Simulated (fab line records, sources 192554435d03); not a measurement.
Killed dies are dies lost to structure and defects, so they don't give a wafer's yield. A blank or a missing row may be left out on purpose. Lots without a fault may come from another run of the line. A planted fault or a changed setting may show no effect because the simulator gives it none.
Chamber matching | flow n5_finfet | N5_MOL_CONTACT_COAG_ETCH_67 on rie_diel-02: 4 sister chambers
The step etches SOC in N2/H2, target depth 60 nm, overetch 21 nm, time 101.2 s. 8 wafers are shown with their chamber, then 7 later ones without.

WAFERS WITH THEIR CHAMBER
wafer  | chamber | drypump_motor_current_A (A) | showerhead_plenum_p_Torr (Torr)
L079.1 | 1       | 6.3                         | 2.53
L079.3 | 0       | 6.6                         | 2.72
L079.5 | 3       | 5.8                         | 2.56
L086.2 | 2       | 5.1                         | 2.52
L086.3 | 0       | 6.5                         | 2.71
L086.5 | 2       | 5.1                         | 2.52
L090.2 | 1       | 6.3                         | 2.52
L090.5 | 3       | 5.9                         | 2.55

WAFERS WITHOUT THEIR CHAMBER
wafer  | drypump_motor_current_A (A) | showerhead_plenum_p_Torr (Torr)
L090.6 | 5.1                         | 2.52
L091.1 | 6.3                         | 2.52
L091.2 | 5.1                         | 2.51
L091.6 | 5.9                         | 2.55
L095.2 | 5.9                         | 2.55
L095.3 | 6.3                         | 2.51
L095.5 | 5.9                         | 2.55

WHICH CHAMBER EACH WENT THROUGH
wafer  | from the rows above | in truth
L090.6 | 2                   | 2
L091.1 | 1                   | 1
L091.2 | 2                   | 2
L091.6 | 3                   | 3
L095.2 | 3                   | 3
L095.3 | 1                   | 1
L095.5 | 3                   | 3
Placed correctly: 7 of 7. Can't be placed from these rows: 0. Placed wrongly: 0.
How it was worked out, from the rows above alone: a wafer's distance from a chamber is the root of the sum, over the readings, of the square of ((its reading less the chamber's mean) divided by the reading's scatter). The wafer belongs to the nearest chamber; if the next one is less than 2 further off, it can't be placed. A chamber's mean is the mean of its shown wafers. The scatter: the root of (the sum of the squares of (reading less its chamber's mean) over the shown wafers, divided by (wafers less chambers)).
